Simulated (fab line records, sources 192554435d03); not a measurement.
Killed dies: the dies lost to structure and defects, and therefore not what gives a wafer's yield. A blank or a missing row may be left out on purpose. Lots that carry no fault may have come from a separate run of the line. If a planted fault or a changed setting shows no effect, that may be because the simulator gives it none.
Lot-split experiment / flow n5Finfet / 21 wafers read from 7 lots, route of 1938 steps

## THE SPLIT ITSELF
At N5_BEOL_M5_DEP_56 (deposits SiCN from 3MS/NH3, target thk 8 nm, time 14 s), the setting timeS was moved away from the recipe's 14 s on 6 of the 21 wafers read, by -10.4% to +12.4%. This setting was run at the recipe's value on the other wafers.

The reading comes from the split's own step.

## THE READING
SiCN_of_BEOL_M5_DEP_56.thkNm (the simulator's own value, which no gauge read), in nm, at N5_BEOL_M5_DEP_56 (deposits SiCN from 3MS/NH3, target thk 8 nm, time 14 s). There is no usual value for it anywhere in the file. Here, 15 wafers ran the recipe; their average is 8.0 nm with a standard deviation of 0.25 nm.

wafer=L079.1; tool, chamber at the split=pecvd-04, 2; timeS as run, s=14; against the recipe=recipe; SiCN_of_BEOL_M5_DEP_56.thkNm, nm=7.8; against lot-mates on the recipe=-
wafer=L079.5; tool, chamber at the split=pecvd-04, 1; timeS as run, s=12.56; against the recipe=-10.3%; SiCN_of_BEOL_M5_DEP_56.thkNm, nm=7.2; against lot-mates on the recipe=-0.7
wafer=L079.6; tool, chamber at the split=pecvd-04, 0; timeS as run, s=14; against the recipe=recipe; SiCN_of_BEOL_M5_DEP_56.thkNm, nm=8; against lot-mates on the recipe=-
wafer=L081.1; tool, chamber at the split=pecvd-02, 2; timeS as run, s=12.55; against the recipe=-10.4%; SiCN_of_BEOL_M5_DEP_56.thkNm, nm=7.4; against lot-mates on the recipe=-1.0
wafer=L081.2; tool, chamber at the split=pecvd-02, 1; timeS as run, s=12.55; against the recipe=-10.4%; SiCN_of_BEOL_M5_DEP_56.thkNm, nm=7.2; against lot-mates on the recipe=-1.2
wafer=L081.5; tool, chamber at the split=pecvd-02, 2; timeS as run, s=14; against the recipe=recipe; SiCN_of_BEOL_M5_DEP_56.thkNm, nm=8.4; against lot-mates on the recipe=-
wafer=L084.1; tool, chamber at the split=pecvd-03, 2; timeS as run, s=14; against the recipe=recipe; SiCN_of_BEOL_M5_DEP_56.thkNm, nm=8; against lot-mates on the recipe=-
wafer=L084.2; tool, chamber at the split=pecvd-03, 1; timeS as run, s=15.73; against the recipe=+12.4%; SiCN_of_BEOL_M5_DEP_56.thkNm, nm=9; against lot-mates on the recipe=+1.1
wafer=L084.4; tool, chamber at the split=pecvd-03, 2; timeS as run, s=14; against the recipe=recipe; SiCN_of_BEOL_M5_DEP_56.thkNm, nm=7.8; against lot-mates on the recipe=-
wafer=L087.2; tool, chamber at the split=pecvd-04, 1; timeS as run, s=12.99; against the recipe=-7.2%; SiCN_of_BEOL_M5_DEP_56.thkNm, nm=7.2; against lot-mates on the recipe=-0.4
wafer=L087.3; tool, chamber at the split=pecvd-04, 0; timeS as run, s=14; against the recipe=recipe; SiCN_of_BEOL_M5_DEP_56.thkNm, nm=7.6; against lot-mates on the recipe=-
wafer=L087.4; tool, chamber at the split=pecvd-04, 0; timeS as run, s=12.99; against the recipe=-7.2%; SiCN_of_BEOL_M5_DEP_56.thkNm, nm=7.4; against lot-mates on the recipe=-0.2
wafer=L091.2; tool, chamber at the split=pecvd-03, 2; timeS as run, s=14; against the recipe=recipe; SiCN_of_BEOL_M5_DEP_56.thkNm, nm=7.8; against lot-mates on the recipe=-
wafer=L091.3; tool, chamber at the split=pecvd-03, 0; timeS as run, s=14; against the recipe=recipe; SiCN_of_BEOL_M5_DEP_56.thkNm, nm=8.2; against lot-mates on the recipe=-
wafer=L091.5; tool, chamber at the split=pecvd-03, 0; timeS as run, s=14; against the recipe=recipe; SiCN_of_BEOL_M5_DEP_56.thkNm, nm=8.4; against lot-mates on the recipe=-
wafer=L093.2; tool, chamber at the split=pecvd-02, 0; timeS as run, s=14; against the recipe=recipe; SiCN_of_BEOL_M5_DEP_56.thkNm, nm=8.2; against lot-mates on the recipe=-
wafer=L093.4; tool, chamber at the split=pecvd-02, 2; timeS as run, s=14; against the recipe=recipe; SiCN_of_BEOL_M5_DEP_56.thkNm, nm=8.4; against lot-mates on the recipe=-
wafer=L093.6; tool, chamber at the split=pecvd-02, 1; timeS as run, s=14; against the recipe=recipe; SiCN_of_BEOL_M5_DEP_56.thkNm, nm=8; against lot-mates on the recipe=-
wafer=L096.1; tool, chamber at the split=pecvd-02, 2,0; timeS as run, s=14; against the recipe=recipe; SiCN_of_BEOL_M5_DEP_56.thkNm, nm=7.8; against lot-mates on the recipe=-
wafer=L096.2; tool, chamber at the split=pecvd-02, 2,0; timeS as run, s=14; against the recipe=recipe; SiCN_of_BEOL_M5_DEP_56.thkNm, nm=7.8; against lot-mates on the recipe=-
wafer=L096.5; tool, chamber at the split=pecvd-02, 2; timeS as run, s=14; against the recipe=recipe; SiCN_of_BEOL_M5_DEP_56.thkNm, nm=8.2; against lot-mates on the recipe=-
The file does not say which wafer passed through which chamber wherever a row lists several chambers: such a row stands for several wafers.

THE FIT
A straight line over all 21 wafers: SiCN_of_BEOL_M5_DEP_56.thkNm changes by +0.0795 nm for each +1% of timeS; r = +0.87; the points scatter about the line by 0.24 nm.
The same after taking each lot's own level away (the mean of its wafers on the recipe; 21 wafers): +0.084 nm for each +1%; r = +0.91; scatter 0.2 nm.
According to that fit, moving timeS by its largest amount changes the reading by 1 nm.
The span of the lots' own levels, 7.60 to 8.40 nm, comes to 3.2 times the standard deviation stated above.
So the lot-to-lot level changes the slope little: the two slopes agree.
Check: with one of the wafers moved furthest among these (+12.4%) left out of the fit, the line predicts +1.03 nm for it against its lot-mates. It came out at +1.1 nm against them.

## FURTHER SPLITS ON THESE WAFERS
These wafers also went through other splits before the reading. Each is held against what the fit with the lots' levels taken away leaves over:
other split on the same wafers=N5_BEOL_M4_DESCUM_33 timeS; wafers away from the commonest value=6; r with SiCN_of_BEOL_M5_DEP_56.thkNm (lot level and that fit taken away)=-0.01
other split on the same wafers=N5_BEOL_M5_ILD_DEP_00 timeS; wafers away from the commonest value=10; r with SiCN_of_BEOL_M5_DEP_56.thkNm (lot level and that fit taken away)=-0.36

## THE FILE'S OWN FIT
SiCN_of_BEOL_M5_DEP_56.thkNm changes by +0.0822 nm for each +1% of timeS, r = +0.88.
